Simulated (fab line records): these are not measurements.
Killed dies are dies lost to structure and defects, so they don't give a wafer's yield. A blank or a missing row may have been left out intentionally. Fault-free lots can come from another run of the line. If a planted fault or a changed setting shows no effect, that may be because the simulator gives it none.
fab line records ; flow nandHarc ; part 1 of 2: steps 1 to 25 of 34
record: lots: 5; wafers: 15; lastDay: 32
route steps=1302 shown P_GATE@121
lots that met no fault: from a run of the same line without faults
startH: hours from the record's first day to the start of the lot's first wafer shown ; waitH: how many hours have passed since the lot's step before this one ; " unchanged from the row above ; L1.1+2: a single row standing in for several wafers ; - no value present, or no start provided ; * or withheld: withheld ; < > ~ a bound
route shown NAME@n: a module of which the file shows steps, and the number in the route of the first ; usual: average and standard deviation across the fault-free wafers ; same: alike in all rows ; chamber/n: place in a boat ; sites: readings site by site ; _std_site: their standard deviation ; _edge_site: mean of outer sites minus mean of inner sites ; radiusMm: for every site, how far away it sits from the centre of the wafer ; mask NAME#n: copy n ; behind: the tool/chamber that last shaped the wafer ; hold: reason for holding the lot/hours on hold/outcome of the hold ; device: the n, p or np transistor that did not switch ; end of line: tests of these same wafers at the route's end ; a step without rows: its recipe alone ; killed: dies that structure and defects cost at the first sort, which is not the same as the wafer's yield ; map: dies across one wafer; x = killed, . = not, _ = none there
set.NAME: the run value of the setting; set.NAME@STEP: its run value at that earlier step ; model.NAME: the simulator's own value behind a step, which no gauge read
certain route steps with their lots: each step a table, each wafer a row
services: a tool's chamber out of use, with start hour (startH, from the record's first day; less than 0 if before it), hours out, and reason
== steps ==
step: NHARC_P_GATE_DEVELOP_10
recipe: timeS: 70
lot.wafer;tool;chamber;startH;waitH
L083.1+4+5;lithoTrack-03;0;-;-
L085.2+4+5;lithoTrack-05;0;-;-
L086.1+2+3;lithoTrack-07;0;-;-
L087.1+5+6;lithoTrack-03;0;-;-
L095.1+2+3;lithoTrack-05;0;-;-
step: NHARC_P_GATE_CD_MEAS_11
recipe: targetCdNm: 1640; landingEnergyEv: 500
usual: cdNm: 1639.4/1.5
same: landingEnergyEv: 500
lot.wafer;tool;chamber;startH;waitH;cdNm
L083.1;cdSem-01;0;169.71;-;1640.4
L083.4;cdSem-01;0;169.71;-;1637.7
L083.5;cdSem-01;0;169.71;-;1640.3
L085.2;cdSem-01;0;186.48;-;1640.6
L085.4;cdSem-01;0;186.48;-;1640.3
L085.5;cdSem-01;0;186.48;-;1640.8
L086.1;cdSem-01;0;203.41;-;1639.9
L086.2;cdSem-01;0;203.41;-;1641.4
L086.3;cdSem-01;0;203.41;-;1639.3
L087.1;cdSem-03;0;207.17;-;1638.1
L087.5;cdSem-03;0;207.17;-;1640.1
L087.6;cdSem-03;0;207.17;-;1637.8
L095.1;cdSem-01;0;287.37;-;1639.0
L095.2;cdSem-01;0;287.37;-;1637.9
L095.3;cdSem-01;0;287.37;-;1637.8
step: NHARC_P_GATE_HARDBAKE_12
recipe: tempC: 125; timeS: 80
usual: heaterPowerTotalW: 183.9/0.74; plateTempC: 124.98/0.11
lot.wafer;tool;chamber;startH;waitH;heaterPowerTotalW;plateTempC
L083.1;lithoTrack-07;0;169.79;-;182.8;124.93
L083.4;lithoTrack-07;0;169.79;-;183.1;124.98
L083.5;lithoTrack-07;0;169.79;-;183.9;124.96
L085.2;lithoTrack-07;0;186.56;-;184.2;124.79
L085.4;lithoTrack-07;0;186.56;-;182.8;124.95
L085.5;lithoTrack-07;0;186.56;-;183.9;125.02
L086.1;lithoTrack-05;0;203.49;-;184.8;124.73
L086.2;lithoTrack-05;0;203.49;-;185.0;124.91
L086.3;lithoTrack-05;0;203.49;-;182.9;125.05
L087.1;lithoTrack-05;0;207.25;-;184.8;124.92
L087.5;lithoTrack-05;0;207.25;-;184.7;125.06
L087.6;lithoTrack-05;0;207.25;-;183.9;124.94
L095.1;lithoTrack-07;0;287.45;-;184.7;124.97
L095.2;lithoTrack-07;0;287.45;-;183.1;124.89
L095.3;lithoTrack-07;0;287.45;-;184.0;125.09
step: NHARC_P_GATE_DESCUM_13
recipe: timeS: 3; o2FlowSccm: 200; arFlowSccm: 0; biasPowerW: 0; chemistry: O2
usual: drypumpMotorCurrentA: 5.6/0.38; oesProductAu: 0.997/0.0099; rfVppV: 57.7/0.86; showerheadPlenumPTorr: 1.92/0.07; throttleValvePct: 11.311/0.0096
lot.wafer;tool;chamber;startH;waitH;drypumpMotorCurrentA;oesProductAu;rfHoursCounterH;rfVppV;showerheadPlenumPTorr;throttleValvePct
L083.4;rieDiel-10;1;169.89;-;5.5;1.004;7.0;58.1;1.90;11.305
L083.1;rieDiel-10;2;169.89;-;5.7;1.011;6.1;58.8;1.94;11.317
L083.5;rieDiel-10;3;169.89;-;5.6;0.983;-;56.8;1.87;11.305
L085.2;rieDiel-01;2;186.66;-;6.0;1.003;6.3;58.7;1.87;11.311
L085.4;rieDiel-01;3;186.66;-;5.1;0.996;7.6;57.6;1.84;11.316
L085.5;rieDiel-01;1;186.66;-;5.5;1.011;-;55.9;1.98;11.325
L086.2;rieDiel-10;2;203.57;-;5.8;1.009;8.1;57.6;1.94;11.312
L086.3;rieDiel-10;0;203.57;-;6.0;0.991;7.5;57.4;2.06;11.299
L086.1;rieDiel-10;1;203.57;-;5.5;0.996;8.7;57.7;1.90;11.323
L087.1;rieDiel-03;1;207.36;-;6.1;0.982;5.8;57.9;1.97;11.315
L087.5;rieDiel-03;2;207.36;-;4.9;0.994;-;57.9;1.97;11.308
L087.6;rieDiel-03;3;207.36;-;6.1;1.003;-;58.0;1.80;11.321
L095.3;rieDiel-01;2;287.55;-;6.0;0.997;3.5;58.2;1.87;11.316
L095.1;rieDiel-01;3;287.55;-;5.1;0.991;3.1;58.3;1.84;11.327
L095.2;rieDiel-01;0;287.55;-;4.9;1.006;2.6;57.0;1.86;11.308
step: NHARC_P_GATE_ETCH_14
recipe: targetDepthA: 488; chemistry: dHF; material: SiO2
lot.wafer;tool;chamber;startH;waitH
L083.4+1+5;wetBench-09;3,6,7;170.01;0.1
L085.2+5+4;wetBench-02;2,3,4;186.79;0.1
L086.3+2+1;wetBench-03;6,0,2;203.72;0.1
L087.5+1+6;wetBench-09;1,2,6;207.46;0.1
L095.2+3+1;wetBench-09;5,6,7;287.68;0.1
step: NHARC_P_GATE_STRIP_15
recipe: timeS: 780; tempC: 130; chemistry: SPM
lot.wafer;tool;chamber;startH;waitH
L083.4+1+5;wetBench-09;3,6,7;170.04;0.0
L085.2+5+4;wetBench-02;2,3,4;186.89;0.1
L086.3+2+1;wetBench-03;6,0,2;203.76;0.0
L087.5+1+6;wetBench-09;1,2,6;207.50;0.0
L095.2+3+1;wetBench-09;5,6,7;287.72;0.0
step: NHARC_P_GATE_PRECLEAN_71
recipe: timeS: *; tempC: 50; bathAgeMin: 0; chemistry: SC1
usual: diwFlowMLMin: 1415/4
lot.wafer;tool;chamber;startH;waitH;diwFlowMLMin
L083.4;wetBench-09;3;-;-;1414
L083.1;wetBench-09;6;-;-;1410
L083.5;wetBench-09;7;-;-;1417
L085.2;wetBench-02;2;-;-;1419
L085.5;wetBench-02;3;-;-;1422
L085.4;wetBench-02;4;-;-;1418
L086.3;wetBench-03;6;-;-;1418
L086.2;wetBench-03;0;-;-;1414
L086.1;wetBench-03;2;-;-;1416
L087.5;wetBench-09;1;-;-;1409
L087.1;wetBench-09;2;-;-;1411
L087.6;wetBench-09;6;-;-;1413
L095.2;wetBench-09;5;-;-;1406
L095.3;wetBench-09;6;-;-;1422
L095.1;wetBench-09;7;-;-;1421
step: NHARC_P_GATE_SRD_72
lot.wafer;tool;chamber;startH;waitH
L083.4+1+5;wetBench-09;3,6,7;-;-
L085.2+5+4;wetBench-02;2,3,4;-;-
L086.3+2+1;wetBench-03;6,0,2;-;-
L087.5+1+6;wetBench-09;1,2,6;-;-
L095.2+3+1;wetBench-09;5,6,7;-;-
step: NHARC_P_GATE_OXIDE_16
recipe: targetThkA: 30; tempC: 875; oxTimeS: 392; material: SiO2
usual: spikeTcLowerC: 874.9/1.1; tubeCenterTempC: 875/0.087
lot.wafer;tool;chamber;startH;waitH;spikeTcLowerC;tubeCenterTempC
L083.1;furnace-07;0;173.47;-;875.5;875.14
L083.4;furnace-07;0;173.47;-;874.2;875.13
L083.5;furnace-07;0;173.47;-;876.1;874.93
L085.2;furnace-03;0;191.34;-;871.9;875.03
L085.4;furnace-03;0;191.34;-;874.2;874.94
L085.5;furnace-03;0;191.34;-;873.7;875.17
L086.1;furnace-06;0;207.56;-;875.0;875.02
L086.2;furnace-06;0;207.56;-;873.5;875
L086.3;furnace-06;0;207.56;-;874.5;874.98
L087.1;furnace-07;0;210.93;-;875.7;875.01
L087.5;furnace-07;0;210.93;-;874.4;874.94
L087.6;furnace-07;0;210.93;-;878.0;874.89
L095.1;furnace-07;0;290.99;-;875.2;874.93
L095.2;furnace-07;0;290.99;-;874.2;875.2
L095.3;furnace-07;0;290.99;-;875.4;874.94
step: NHARC_P_GATE_CVD_17
recipe: targetThkA: 1500; tempC: 620; timeS: 900; material: poly-Si
usual: spikeTcLowerC: 620.0/2; tubeCenterTempC: 620/0.057
lot.wafer;tool;chamber;startH;waitH;spikeTcLowerC;tubeCenterTempC
L083.1;lpcvdPoly-04;0;179.56;2.5;623.1;619.91
L083.4;lpcvdPoly-04;0;179.56;2.5;620.7;620.03
L083.5;lpcvdPoly-04;0;179.56;2.5;621.0;620
L085.2;lpcvdPoly-04;0;197.41;2.5;623.5;620
L085.4;lpcvdPoly-04;0;197.41;2.5;620.9;619.95
L085.5;lpcvdPoly-04;0;197.41;2.5;621.2;620.01
L086.1;lpcvdPoly-03;0;213.83;2.7;619.2;620.02
L086.2;lpcvdPoly-03;0;213.83;2.7;620.7;619.98
L086.3;lpcvdPoly-03;0;213.83;2.7;617.7;619.93
L087.1;lpcvdPoly-03;0;217.17;2.7;618.7;619.99
L087.5;lpcvdPoly-03;0;217.17;2.7;618.9;619.99
L087.6;lpcvdPoly-03;0;217.17;2.7;617.3;620.06
L095.1;lpcvdPoly-04;0;297.11;2.5;621.5;619.93
L095.2;lpcvdPoly-04;0;297.11;2.5;621.5;619.96
L095.3;lpcvdPoly-04;0;297.11;2.5;622.4;620.18
step: NHARC_P_GATE_HM_DEP_102
recipe: targetThkA: 1200; tempC: 400; material: aC
usual: throttleValvePct: 35.000/0.0093
lot.wafer;tool;chamber;startH;waitH;throttleValvePct
L083.1;aclDep-01;0;182.15;0.4;34.993
L083.4;aclDep-01;0;182.15;0.4;35.017
L083.5;aclDep-01;0;182.15;0.4;34.990
L085.2;aclDep-01;0;206.56;6.9;35.010
L085.4;aclDep-01;0;206.56;6.9;34.990
L085.5;aclDep-01;0;206.56;6.9;34.997
L086.1;aclDep-02;0;216.44;0.4;35.003
L086.2;aclDep-02;0;216.44;0.4;35.006
L086.3;aclDep-02;0;216.44;0.4;35.010
L087.1;aclDep-02;0;220.28;0.9;34.989
L087.5;aclDep-02;0;220.28;0.9;35.003
L087.6;aclDep-02;0;220.28;0.9;34.991
L095.1;aclDep-02;0;300.71;1.4;34.976
L095.2;aclDep-02;0;300.71;1.4;34.998
L095.3;aclDep-02;0;300.71;1.4;35.001
step: NHARC_P_GATE_DEP_103
recipe: targetThkA: 300; targetThkNm: 30; tempC: 400; flowSccm: 200; rfW: 350; material: SiON
usual: heaterPowerW: 727/96
lot.wafer;tool;chamber;startH;waitH;heaterPowerW
L083.1;pecvd-02;2;182.87;0.6;617
L083.5;pecvd-02;0;182.87;0.6;599
L083.4;pecvd-02;1;182.87;0.6;727
L085.2;pecvd-02;2;207.18;0.5;646
L085.4;pecvd-02;0;207.18;0.5;700
L085.5;pecvd-02;1;207.18;0.5;766
L086.1;pecvd-02;2;217.10;0.6;646
L086.3;pecvd-02;0;217.10;0.6;687
L086.2;pecvd-02;1;217.10;0.6;796
L087.1;pecvd-04;1;220.95;0.6;765
L087.5;pecvd-04;2;220.95;0.6;742
L087.6;pecvd-04;0;220.95;0.6;748
L095.3;pecvd-01;0;301.37;0.3;547
L095.2;pecvd-01;1;301.37;0.3;969
L095.1;pecvd-01;2;301.37;0.3;716
step: NHARC_P_GATE_DEHYDRATE_18
recipe: tempC: 150; timeS: 120
usual: heaterPowerTotalW: 182.7/1.3; plateTempC: 149.98/0.13
lot.wafer;tool;chamber;startH;waitH;heaterPowerTotalW;plateTempC
L083.1;lithoTrack-01;0;183.09;0.2;182.1;150.18
L083.4;lithoTrack-01;0;183.09;0.2;180.9;150.04
L083.5;lithoTrack-01;0;183.09;0.2;181.3;150.11
L085.2;lithoTrack-01;0;207.39;0.2;182.8;149.60
L085.4;lithoTrack-01;0;207.39;0.2;184.7;149.74
L085.5;lithoTrack-01;0;207.39;0.2;181.7;149.85
L086.1;lithoTrack-06;0;217.37;0.2;182.2;150.20
L086.2;lithoTrack-06;0;217.37;0.2;181.3;150.23
L086.3;lithoTrack-06;0;217.37;0.2;182.5;150.03
L087.1;lithoTrack-06;0;221.23;0.2;183.2;150.19
L087.5;lithoTrack-06;0;221.23;0.2;181.6;149.90
L087.6;lithoTrack-06;0;221.23;0.2;181.5;150.08
L095.1;lithoTrack-06;0;301.64;0.2;184.6;149.93
L095.2;lithoTrack-06;0;301.64;0.2;182.6;150.03
L095.3;lithoTrack-06;0;301.64;0.2;184.1;150.03
step: NHARC_P_GATE_HMDS_19
recipe: timeS: 30
lot.wafer;tool;chamber;startH;waitH
L083.1+4+5;lithoTrack-01;0;-;-
L085.2+4+5;lithoTrack-01;0;-;-
L086.1+2+3;lithoTrack-06;0;-;-
L087.1+5+6;lithoTrack-06;0;-;-
L095.1+2+3;lithoTrack-06;0;-;-
step: NHARC_P_GATE_COAT_20
recipe: spinRpm: 1500; resistThkNm: 90
usual: dispensePressureKPa: 50.8/1.1
lot.wafer;tool;chamber;startH;waitH;dispensePressureKPa
L083.1;lithoTrack-01;0;-;-;51.9
L083.4;lithoTrack-01;0;-;-;52.0
L083.5;lithoTrack-01;0;-;-;51.9
L085.2;lithoTrack-01;0;-;-;52.0
L085.4;lithoTrack-01;0;-;-;51.9
L085.5;lithoTrack-01;0;-;-;52.0
L086.1;lithoTrack-06;0;-;-;49.5
L086.2;lithoTrack-06;0;-;-;49.5
L086.3;lithoTrack-06;0;-;-;49.6
L087.1;lithoTrack-06;0;-;-;49.5
L087.5;lithoTrack-06;0;-;-;49.5
L087.6;lithoTrack-06;0;-;-;49.6
L095.1;lithoTrack-06;0;-;-;49.6
L095.2;lithoTrack-06;0;-;-;49.5
L095.3;lithoTrack-06;0;-;-;49.5
step: NHARC_P_GATE_SOFTBAKE_21
recipe: tempC: 105; timeS: 55
usual: heaterPowerTotalW: 188.43/0.13; plateTempC: 104.99/0.12
lot.wafer;tool;chamber;startH;waitH;heaterPowerTotalW;plateTempC
L083.1;lithoTrack-01;0;-;-;188.58;104.92
L083.4;lithoTrack-01;0;-;-;188.39;105.11
L083.5;lithoTrack-01;0;-;-;188.78;104.99
L085.2;lithoTrack-01;0;-;-;188.31;105.13
L085.4;lithoTrack-01;0;-;-;188.43;104.95
L085.5;lithoTrack-01;0;-;-;188.48;104.89
L086.1;lithoTrack-06;0;-;-;188.45;104.89
L086.2;lithoTrack-06;0;-;-;188.36;105.10
L086.3;lithoTrack-06;0;-;-;188.71;104.87
L087.1;lithoTrack-06;0;-;-;188.47;104.87
L087.5;lithoTrack-06;0;-;-;188.41;105.02
L087.6;lithoTrack-06;0;-;-;188.34;104.89
L095.1;lithoTrack-06;0;-;-;188.49;104.96
L095.2;lithoTrack-06;0;-;-;188.31;104.75
L095.3;lithoTrack-06;0;-;-;188.31;105.02
step: NHARC_P_GATE_EBR_22
lot.wafer;tool;chamber;startH;waitH
L083.1+4+5;lithoTrack-01;0;-;-
L085.2+4+5;lithoTrack-01;0;-;-
L086.1+2+3;lithoTrack-06;0;-;-
L087.1+5+6;lithoTrack-06;0;-;-
L095.1+2+3;lithoTrack-06;0;-;-
step: NHARC_P_GATE_EXPOSE_23
recipe: na: 1.35; targetCdNm: 120; doseMj: 93.91; maskId: P_GATE
usual: reticleTempC: 23.01/0.11
lot.wafer;tool;chamber;startH;waitH;mask;reticleTempC
L083.1;arfiScanner-01;0;183.35;-;P_GATE#0;23.03
L083.4;arfiScanner-01;0;183.35;-;P_GATE#0;22.79
L083.5;arfiScanner-01;0;183.35;-;P_GATE#0;22.98
L085.2;arfiScanner-03;0;207.54;-;P_GATE#0;23.06
L085.4;arfiScanner-03;0;207.54;-;P_GATE#0;23.07
L085.5;arfiScanner-03;0;207.54;-;P_GATE#0;23.00
L086.1;arfiScanner-03;0;217.51;-;P_GATE#0;23.16
L086.2;arfiScanner-03;0;217.51;-;P_GATE#0;23.08
L086.3;arfiScanner-03;0;217.51;-;P_GATE#0;23.01
L087.1;arfiScanner-03;0;221.37;-;P_GATE#0;22.76
L087.5;arfiScanner-03;0;221.37;-;P_GATE#0;22.85
L087.6;arfiScanner-03;0;221.37;-;P_GATE#0;23.03
L095.1;arfiScanner-01;0;301.79;-;P_GATE#0;22.92
L095.2;arfiScanner-01;0;301.79;-;P_GATE#0;22.98
L095.3;arfiScanner-01;0;301.79;-;P_GATE#0;23.02
step: NHARC_P_GATE_PEB_24
recipe: pebTempC: 100; pebTimeS: 65
usual: heaterPowerTotalW: 156.6/0.42; plateTempC: 99.99/0.13
same: pebTimeS: 65
lot.wafer;tool;chamber;startH;waitH;heaterPowerTotalW;plateTempC
L083.1;lithoTrack-04;0;183.41;0.1;156.0;100.03
L083.4;lithoTrack-04;0;183.41;0.1;157.0;100.04
L083.5;lithoTrack-04;0;183.41;0.1;157.2;100.06
L085.2;lithoTrack-06;0;207.59;0.1;156.8;99.79
L085.4;lithoTrack-06;0;207.59;0.1;156.5;99.74
L085.5;lithoTrack-06;0;207.59;0.1;157.2;100.12
L086.1;lithoTrack-06;0;217.57;0.1;156.2;99.65
L086.2;lithoTrack-06;0;217.57;0.1;156.5;99.89
L086.3;lithoTrack-06;0;217.57;0.1;156.1;99.71
L087.1;lithoTrack-01;0;221.43;0.1;156.8;99.76
L087.5;lithoTrack-01;0;221.43;0.1;157.2;99.99
L087.6;lithoTrack-01;0;221.43;0.1;156.9;100.00
L095.1;lithoTrack-01;0;301.85;0.1;157.0;100.13
L095.2;lithoTrack-01;0;301.85;0.1;156.6;100.10
L095.3;lithoTrack-01;0;301.85;0.1;157.0;99.95
step: NHARC_P_GATE_DEVELOP_25
recipe: developTimeS: 35; devTempC: 23
lot.wafer;tool;chamber;startH;waitH
L083.1+4+5;lithoTrack-04;0;-;-
L085.2+4+5;lithoTrack-06;0;-;-
L086.1+2+3;lithoTrack-06;0;-;-
L087.1+5+6;lithoTrack-01;0;-;-
L095.1+2+3;lithoTrack-01;0;-;-
step: NHARC_P_GATE_CD_MEAS_26
recipe: targetCdNm: 120; landingEnergyEv: 500
usual: cdNm: 120.0/0.73
same: landingEnergyEv: 500
lot.wafer;tool;chamber;startH;waitH;cdNm
L083.1;cdSem-03;0;183.49;-;119.9
L083.4;cdSem-03;0;183.49;-;118.5
L083.5;cdSem-03;0;183.49;-;119.4
L085.2;cdSem-02;0;207.67;-;119.0
L085.4;cdSem-02;0;207.67;-;119.8
L085.5;cdSem-02;0;207.67;-;119.4
L086.1;cdSem-02;0;217.65;-;120.1
L086.2;cdSem-02;0;217.65;-;119.7
L086.3;cdSem-02;0;217.65;-;120.1
L087.1;cdSem-02;0;221.51;-;121.8
L087.5;cdSem-02;0;221.51;-;120.6
L087.6;cdSem-02;0;221.51;-;119.7
L095.1;cdSem-02;0;301.93;-;120.2
L095.2;cdSem-02;0;301.93;-;121.8
L095.3;cdSem-02;0;301.93;-;121.0
step: NHARC_P_GATE_OVL_MEAS_27
usual: overlayXNm: 0.0/0.83; overlayYNm: 0.2/0.89
lot.wafer;tool;chamber;startH;waitH;overlayXNm;overlayYNm
L083.1;overlay-01;-;183.58;-;0.3;-1.5
L083.4;overlay-01;-;183.58;-;-0.3;-1.1
L083.5;overlay-01;-;183.58;-;0.1;-1.3
L085.2;overlay-02;-;207.76;-;-0.3;-1.7
L085.4;overlay-02;-;207.76;-;-0.3;-1.4
L085.5;overlay-02;-;207.76;-;0.2;-1.6
L086.1;overlay-02;-;217.74;-;-1.9;0.3
L086.2;overlay-02;-;217.74;-;-1.2;0.6
L086.3;overlay-02;-;217.74;-;-2.1;-0.4
L087.1;overlay-02;-;221.60;-;0.7;-1.0
L087.5;overlay-02;-;221.60;-;0.6;-1.3
L087.6;overlay-02;-;221.60;-;0.6;-1.0
L095.1;overlay-01;-;302.01;-;-1.3;0.4
L095.2;overlay-01;-;302.01;-;-0.5;0.4
L095.3;overlay-01;-;302.01;-;-0.7;0.3
step: NHARC_P_GATE_INSPECT_28
usual: rawDefectCount: 5.7/2.8
lot.wafer;tool;chamber;startH;waitH;rawDefectCount
L083.1;defectInspect-02;-;183.62;0.0;6
L083.4;defectInspect-02;-;183.62;0.0;6
L083.5;defectInspect-02;-;183.62;0.0;6
L085.2;defectInspect-01;-;207.80;0.0;3
L085.4;defectInspect-01;-;207.80;0.0;6
L085.5;defectInspect-01;-;207.80;0.0;3
L086.1;defectInspect-02;-;217.78;0.0;4
L086.2;defectInspect-02;-;217.78;0.0;5
L086.3;defectInspect-02;-;217.78;0.0;9
L087.1;defectInspect-01;-;221.63;0.0;2
L087.5;defectInspect-01;-;221.63;0.0;4
L087.6;defectInspect-01;-;221.63;0.0;1
L095.1;defectInspect-02;-;302.05;0.0;5
L095.2;defectInspect-02;-;302.05;0.0;3
L095.3;defectInspect-02;-;302.05;0.0;4
step: NHARC_P_GATE_DESCUM_31
recipe: timeS: 3; o2FlowSccm: 200; arFlowSccm: 0; biasPowerW: 0; chemistry: O2
usual: drypumpMotorCurrentA: 5.6/0.39; oesProductAu: 1.001/0.01; rfVppV: 57.8/0.85; showerheadPlenumPTorr: 1.92/0.07; throttleValvePct: 11.311/0.0082
lot.wafer;tool;chamber;startH;waitH;drypumpMotorCurrentA;oesProductAu;rfHoursCounterH;rfVppV;showerheadPlenumPTorr;throttleValvePct
L083.1;rieDiel-01;1;183.69;0.1;5.5;1.020;7;57.9;1.98;11.311
L083.4;rieDiel-01;2;183.69;0.1;6.0;1.011;6;57.1;1.87;11.298
L083.5;rieDiel-01;1;183.69;0.1;5.5;1.012;-;57.7;1.98;11.310
L085.4;rieDiel-10;0;207.87;0.1;6.0;0.993;8;57.9;2.06;11.315
L085.2;rieDiel-10;1;207.87;0.1;5.5;1.003;9;58.9;1.90;11.300
L085.5;rieDiel-10;0;207.87;0.1;6.0;1.005;-;58.5;2.06;11.302
L086.3;rieDiel-10;2;217.84;0.1;5.8;1.005;10;59.8;1.94;11.306
L086.2;rieDiel-10;3;217.84;0.1;5.6;0.995;8;57.7;1.87;11.313
L086.1;rieDiel-10;0;217.84;0.1;6.0;0.997;9;58.1;2.06;11.310
L087.1;rieDiel-01;2;221.72;0.1;6.0;1.007;0;57.5;1.87;11.311
L087.5;rieDiel-01;3;221.72;0.1;5.1;1.006;-;56.3;1.84;11.309
L087.6;rieDiel-01;0;221.72;0.1;4.9;1.004;-;57.5;1.86;11.313
L095.1;rieDiel-03;3;302.11;0.1;6.1;1.000;0;57.0;1.80;11.308
L095.3;rieDiel-03;1;302.11;0.1;6.1;1.017;2;57.7;1.97;11.315
L095.2;rieDiel-03;2;302.11;0.1;4.9;0.986;2;57.8;1.96;11.322
step: NHARC_P_GATE_ETCH_104
recipe: targetDepthA: 600; timeS: withheld; cf4FlowSccm: 100; chf3FlowSccm: 30; arFlowSccm: 0; rfW: 500; biasW: 200; chemistry: CF4/CHF3
usual: drypumpMotorCurrentA: 5.6/0.4; oesProductAu: 0.943/0.023; rfVppV: 370.8/2; showerheadPlenumPTorr: 1.58/0.054; throttleValvePct: 16.801/0.0098
lot.wafer;tool;chamber;startH;waitH;drypumpMotorCurrentA;oesProductAu;rfVppV;showerheadPlenumPTorr;throttleValvePct
L083.1;rieDiel-01;3;183.76;0.1;5.1;0.920;368.7;1.52;16.790
L083.4;rieDiel-01;2;183.76;0.1;6.0;0.933;369.6;1.54;16.786
L083.5;rieDiel-01;3;183.76;0.1;5.1;0.928;370.3;1.52;16.793
L085.4;rieDiel-10;0;207.94;0.1;6.0;0.950;373.9;1.69;16.797
L085.2;rieDiel-10;2;207.94;0.1;5.8;0.989;371.6;1.59;16.799
L085.5;rieDiel-10;1;207.94;0.1;5.5;0.983;370.0;1.57;16.794
L086.3;rieDiel-10;2;217.95;0.1;5.8;0.930;371.5;1.59;16.792
L086.1;rieDiel-10;3;217.95;0.1;5.6;0.928;369.5;1.54;16.806
L086.2;rieDiel-10;0;217.95;0.1;6.0;0.917;375.5;1.69;16.808
L087.1;rieDiel-01;0;221.78;0.1;4.9;0.961;371.0;1.53;16.784
L087.6;rieDiel-01;0;221.78;0.1;4.9;0.962;369.8;1.53;16.797
L087.5;rieDiel-01;1;221.78;0.1;5.5;0.956;372.3;1.62;16.804
L095.3;rieDiel-03;3;302.20;0.1;6.1;0.964;367.7;1.49;16.806
L095.2;rieDiel-03;1;302.20;0.1;6.1;0.996;372.0;1.62;16.800
L095.1;rieDiel-03;2;302.20;0.1;4.9;0.964;372.0;1.61;16.791
